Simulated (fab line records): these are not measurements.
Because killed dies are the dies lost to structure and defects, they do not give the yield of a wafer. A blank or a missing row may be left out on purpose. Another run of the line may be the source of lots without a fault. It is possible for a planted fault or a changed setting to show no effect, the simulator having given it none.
A struck lot beside a sound one -- flow n5Finfet -- 38 out of 1938 route steps
Sound: these wafers, L565.1, L565.5, L565.6. The struck wafers were L567.3, L567.4, L567.5. At the end, the cause is stated.
For every step that has rows: the tool of each side, followed by ch and its chambers, followed by its first start. Under that, the readings that differ: sound wafers -- struck wafers -- difference of the means -- sigmas: that difference in standard deviations of wafers without a fault.
alike: words and numbers the same on both sides, and readings whose means are apart by under 2 such deviations; not compared: readings that were withheld, readings missing a value for some wafer, numbers with overlapping values and no deviation given by the record, and bounds like >300 which may hide the same value.
The two part at a step that has a row with sigmas, a row that says differs or no value, or rows on one side only. Non-overlapping numbers with no deviation appear without sigmas and do not part them. Lack of a reading on every wafer of one side parts them only where that side has two or more wafers.

first, 9 steps without rows for these wafers: N5_MOL_CONTACT_COAG_CVD_140 (deposits W, target thk 66.5 nm, time 215 s); N5_MOL_CONTACT_COAG_PRECLEAN_127 (cleans in DIW, time 57.5 s); N5_MOL_CONTACT_COAG_SRD_128 (dry time 32 s); N5_MOL_CONTACT_COAG_CMP_52 (polishes, stops on SiO2, t overpolish 1.5 s, target thk 66.5 nm); N5_MOL_CONTACT_COAG_ANNEAL_112 (time 1800 s); N5_BEOL_M0_SAQP_PECVD_00 (deposits SiCN from 3MS/NH3, target thk 8 nm, time 14 s); N5_BEOL_M0_SAQP_ILD_DEP_01 (deposits SiOC from DEMS/O2, target thk 45.419 nm, time 8.7 s); N5_BEOL_M0_SAQP_HM_DEP_02 (deposits TiN, target thk 12 nm); N5_BEOL_M0_SAQP_PECVD_03 (deposits SiCN from 3MS/NH3, target thk 12 nm, time 21.1 s).
N5_BEOL_M0_SAQP_PECVD_96: deposits a-Si from SiH4/He, target thk 45 nm, time 45.2 s.
  sound on pecvd-04 ch 0,1, day 7 22:04; struck on pecvd-04 ch 0,1, day 8 05:54
reading,sound,struck,difference,sigmas
rfFwdPowerW (W),99.0 99.0 99.2,- - -,no value on the struck wafers,
runLengthS (s),81.5 82.1 80.4,79.9 79.8 79.0,-1.8,-3
model.a-Si_of_BEOL_M0_SAQP_PECVD_96.thkNm (nm),45.2 45.6 45.8,43.6 44.4 44.2,-1.5,
  alike: heaterPowerW, showerheadPlenumPTorr, throttleValvePct
  not compared: sinceWetCleanH
then, 25 steps without rows for these wafers: N5_BEOL_M0_SAQP_PECVD_97 (deposits SiNx from SiH4/NH3/N2, target thk 23 nm, time 19.9 s); N5_BEOL_M0_SAQP_PECVD_04 (deposits a-Si from SiH4/He, target thk 60 nm, time 60.2 s); N5_BEOL_M0_SAQP_HM_DEP_111 (deposits SiO2 from SiH4/N2O, target thk 12 nm, time 7.2 s); N5_BEOL_M0_SAQP_COAT_81 (time 60 s, resist thk 100 nm); N5_BEOL_M0_SAQP_COAT_82 (time 60 s, resist thk 30 nm); N5_BEOL_M0_SAQP_COAT_08 (resist thk 90 nm); N5_BEOL_M0_SAQP_EBR_10; N5_BEOL_M0_SAQP_SOFTBAKE_09 (time 60 s); N5_BEOL_M0_SAQP_EXPOSE_11 (exposes mask M0 CORE, target cd 42 nm); N5_BEOL_M0_SAQP_PEB_12 (peb time 60 s); N5_BEOL_M0_SAQP_DEVELOP_13 (develop time 30 s); N5_BEOL_M0_SAQP_DESCUM_19 (chemistry O2, time 7.9 s); N5_BEOL_M0_SAQP_ETCH_83 (etches SiARC in CF4, target depth 39 nm, time 65 s); N5_BEOL_M0_SAQP_ETCH_84 (etches SOC in N2/H2, target depth 100 nm, overetch 20 nm, time 150 s); N5_BEOL_M0_SAQP_STRIP_80 (strips in N2/H2); N5_BEOL_M0_SAQP_HM_OPEN_112 (chemistry CHF3/O2, target SiO2, stops on a-Si, target depth 12 nm, time 13.5 s); N5_BEOL_M0_SAQP_STRIP_113 (strips in CHF3/O2); N5_BEOL_M0_SAQP_MANDREL_ETCH_20 (etches a-Si in HBr/Cl2, stops on SiNx, target depth 60 nm, bt time 10 s, time 30 s); N5_BEOL_M0_SAQP_STRIP_86 (strips in N2/H2); N5_BEOL_M0_SAQP_STRIP_115 (strips in post etch residue remover, time 60 s); N5_BEOL_M0_SAQP_SRD_93 (time 30 s); N5_BEOL_M0_SAQP_RECESS_114 (chemistry HF/NH3, target SiO2, target depth 14.4 nm, afs cycles 3, sublimation time 60 s); N5_BEOL_M0_SAQP_SPACER1_ALD_98 (deposits SiO2, target thk 12.8 nm, pulse time 1 s, purge time 2 s); N5_BEOL_M0_SAQP_SPACER1_ETCHBACK_99 (etches SiO2 in CHF3/O2, target depth 15.4 nm, time 7.7 s); N5_BEOL_M0_SAQP_MANDREL1_REMOVE_100 (chemistry HBr/Cl2/O2, target a-Si, stops on SiNx, bt time 10 s).
N5_BEOL_M0_SAQP_MANDREL_ETCH_103: etches a-Si in HBr/Cl2, stops on SiCN, target depth 45 nm, bt time 10 s, time 27 s.
  sound on rieSi-06 ch 0,1,3, day 8 00:50; struck on rieSi-02 ch 1,3, day 8 09:22
reading,sound,struck,difference,sigmas
model.etch.depthNm (nm),45.24 45.53 45.83,43.69 44.47 44.18,-1.42,
  alike: drypumpMotorCurrentA, oesProductAu, rfFwdPowerW, throttleValvePct
  not compared: rfHoursCounterH
N5_BEOL_M0_SAQP_SPACER2_ETCHBACK_27: etches SiO2 in CHF3/O2, target depth 22.5 nm, time 11.25 s.
  sound on rieDiel-06 ch 0,2,3, day 8 02:14; struck on rieDiel-06 ch 0,1,2, day 8 11:05
reading,sound,struck,difference,sigmas
model.a-Si_of_BEOL_M0_SAQP_PECVD_96.thkNm (nm),43 43.4 43.6,41.6 42.2 42,-1.4,
  alike: O2_flow_sccm, drypumpMotorCurrentA, oesProductAu, rfFwdPowerW, rfVppV, showerheadPlenumPTorr, throttleValvePct
  not compared: rfHoursCounterH
-- here the record skips 6 days between the struck wafers' starts before and after, leaving off in module BEOL_M0_SAQP and picking up in module BEOL_M4 (first step shown: number 1111 of the route) --
N5_BEOL_M4_RC_MEAS_101:
  sound on prober-02 ch 0, day 13 23:03; struck on prober-01 ch 0, day 14 12:25
  alike: DIBL_N, DIBL_P, IOFF_N, IOFF_P, ION_N, ION_P, SS_N, SS_P, VT_N, VT_P

## WHERE THEY PART
N5_BEOL_M0_SAQP_PECVD_96 only, going by this record. Later steps at which nothing parts them and some readings are alike: N5_BEOL_M0_SAQP_MANDREL_ETCH_103, N5_BEOL_M0_SAQP_SPACER2_ETCHBACK_27, N5_BEOL_M4_RC_MEAS_101.

WHY: what had been put in by the simulator
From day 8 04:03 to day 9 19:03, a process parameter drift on pecvd-04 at N5_BEOL_M0_SAQP_PECVD_96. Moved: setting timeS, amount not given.
